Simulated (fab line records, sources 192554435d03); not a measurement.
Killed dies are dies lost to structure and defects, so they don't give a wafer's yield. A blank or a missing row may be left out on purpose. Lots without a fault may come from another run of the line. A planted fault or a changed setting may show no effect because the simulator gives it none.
A struck lot beside a sound one | flow n5_finfet | 37 steps out of a route of 1938
Sound: wafers L530.1, L530.3, L530.4. Struck: wafers L522.1, L522.3, L522.4. The cause comes at the end.
At each step with rows: each side's tool, then ch and its chambers, then its first start. Under that, the readings that differ: sound wafers | struck wafers | difference of the means | sigmas: that difference in standard deviations of wafers without a fault.
alike: readings whose means differ by less than 2 such deviations, and words and numbers that are the same on both sides. not compared: withheld readings, readings that some wafer has no value for, bounds like >300 that may hide the same value, and numbers for which the record gives no deviation and whose values overlap.
The two part at a step that has a row with sigmas, a row that says differs or no value, or rows on one side only. Numbers that don't overlap but have no deviation are shown without sigmas and don't part them. A reading that every wafer of one side lacks parts them only if that side has two wafers or more.

first, 9 steps without rows for these wafers: N5_BEOL_M4_ANNEAL_95 (time 240 s); N5_BEOL_M4_SPUTTER_96 (material Cu, target thk 4.5 nm, time 8.29 s); N5_BEOL_M4_ECD_50 (material Cu, target thk 300 nm); N5_BEOL_M4_ANNEAL_51 (time 90 s); N5_BEOL_M4_CMP_52 (polishes, stops on SiOC, t overpolish 6.8 s, target thk 40 nm); N5_BEOL_M4_PRE_CLEAN_60 (time 15 s); N5_BEOL_M4_CO_CAP_55 (material Co, precursor CCTBA/H2, target thk 2 nm, time 102.1 s); N5_BEOL_M4_PRE_CLEAN_56 (time 15 s); N5_BEOL_M4_DEP_57 (deposits SiCN from 3MS/NH3, target thk 8 nm, time 14 s).
N5_BEOL_M4_RC_MEAS_101:
  sound on prober-01 ch 0, day 13 12:22; struck on prober-01 ch 0, day 11 17:55
  alike: DIBL_N, DIBL_P, IOFF_N, IOFF_P, ION_N, ION_P, SS_N, SS_P, VT_N, VT_P
then, 24 steps without rows for these wafers: N5_BEOL_M5_ILD_DEP_00 (deposits SiCOH lowk from DEMS/porogen, target thk 140.64 nm, time 25.9 s); N5_BEOL_M5_CURE_79 (cures SiCOH lowk, time 240 s); N5_BEOL_M5_PECVD_70 (deposits SiO2 from TEOS/O2, target thk 16 nm, time 18 s); N5_BEOL_M5_HM_DEP_02 (deposits TiN, target thk 20 nm); N5_BEOL_M5_COAT_59 (time 60 s, resist thk 60 nm); N5_BEOL_M5_COAT_60 (time 60 s, resist thk 12 nm); N5_BEOL_M5_COAT_71 (time 60 s, resist thk 5 nm); N5_BEOL_M5_COAT_05 (resist thk 30 nm); N5_BEOL_M5_EBR_07; N5_BEOL_M5_SOFTBAKE_06 (time 60 s); N5_BEOL_M5_EXPOSE_08 (exposes mask M5, target cd 28 nm); N5_BEOL_M5_PEB_09 (peb time 60 s); N5_BEOL_M5_DEVELOP_10 (develop time 30 s); N5_BEOL_M5_DESCUM_16 (chemistry O2, time 7 s); N5_BEOL_M5_ETCH_72 (etches underlayer in N2/H2, target depth 6.5 nm, time 5.2 s); N5_BEOL_M5_ETCH_61 (etches SiARC in CF4, target depth 15.6 nm, time 26 s); N5_BEOL_M5_ETCH_62 (etches SOC in N2/H2, target depth 75 nm, overetch 15 nm, time 112.5 s); N5_BEOL_M5_STRIP_63 (strips in N2/H2); N5_BEOL_M5_STRIP_73 (strips in N2/H2); N5_BEOL_M5_STRIP_64 (strips in CF4); N5_BEOL_M5_HM_OPEN_17 (chemistry Cl2/BCl3, target TiN, target depth 20 nm, overetch 6 nm); N5_BEOL_M5_STRIP_19 (strips in O2); N5_BEOL_M5_COAT_65 (time 60 s, resist thk 60 nm); N5_BEOL_M5_COAT_66 (time 60 s, resist thk 12 nm).
N5_BEOL_M6_SPUTTER_48: material Cu, target thk 10 nm, time 1.667 s.
  sound on pvd_sputter-01, day 14 08:06; struck on pvd_sputter-02, day 12 12:38
  no value came back on the struck wafers for bias_v (V), cathode_dc_power_W (W), throttle_valve_pct (%); on the sound wafers bias_v (V) reads 60.6 60.4 59.0
N5_BEOL_M6_CMP_52: polishes, stops on SiCOH lowk, t overpolish 6.9 s, target thk 80 nm.
  sound on cmp-02 ch 1,2,3, day 14 08:43; struck on cmp-02 ch 0,1,2, day 12 13:08
  reading                | sound    | struck | difference | sigmas
  time_to_endpoint_s (s) | 65 73 63 | 0 0 0  | -67        | -12
  alike: motor_current_A
-- the record jumps here: 3 days lie between the struck wafers' starts before and after (it left off in module BEOL_M6 and takes up again in module PASSIVATION, whose first step shown is number 1936 of the route) --
N5_PASSIVATION_PROBE_49:
  sound on prober-01, day 17 23:47; struck on prober-02, day 15 22:05
  reading                  | sound          | struck         | difference | sigmas
  defect_limited_yield (%) | 90.3 92.9 92.2 | 0 0 0          | -92        | -66
  killed_at_M4_up          | 17 16 12       | 1088 1071 1094 | +1069      | +99 or more
  killed_dies              | 114 84 92      | 1180 1180 1180 | +1083      | +68
  killed_on_rim            | 20 14 10       | 152 152 152    | +137       | +33
  sort_bin_5_function (%)  | 5.0 4.7 4.6    | 96.6 95.6 96.9 | +91.6      | +99 or more
  sort_n_pass              | 1066 1096 1088 | 0 0 0          | -1083      | -68
  sort_yield_pct (%)       | 90.3 92.9 92.2 | 0 0 0          | -92        | -66
  alike: killed_at_M0_to_M3, killed_at_contacts, killed_at_front_end, killed_at_other, killed_open, killed_short, sort_bin_6_memory

WHERE THEY PART
First at N5_BEOL_M6_SPUTTER_48; last, within this record, at N5_PASSIVATION_PROBE_49.

WHY: what the simulator had put in
Skipped step whole: pvd_sputter-02, from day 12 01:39 on, at N5_BEOL_M6_SPUTTER_48. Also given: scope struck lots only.
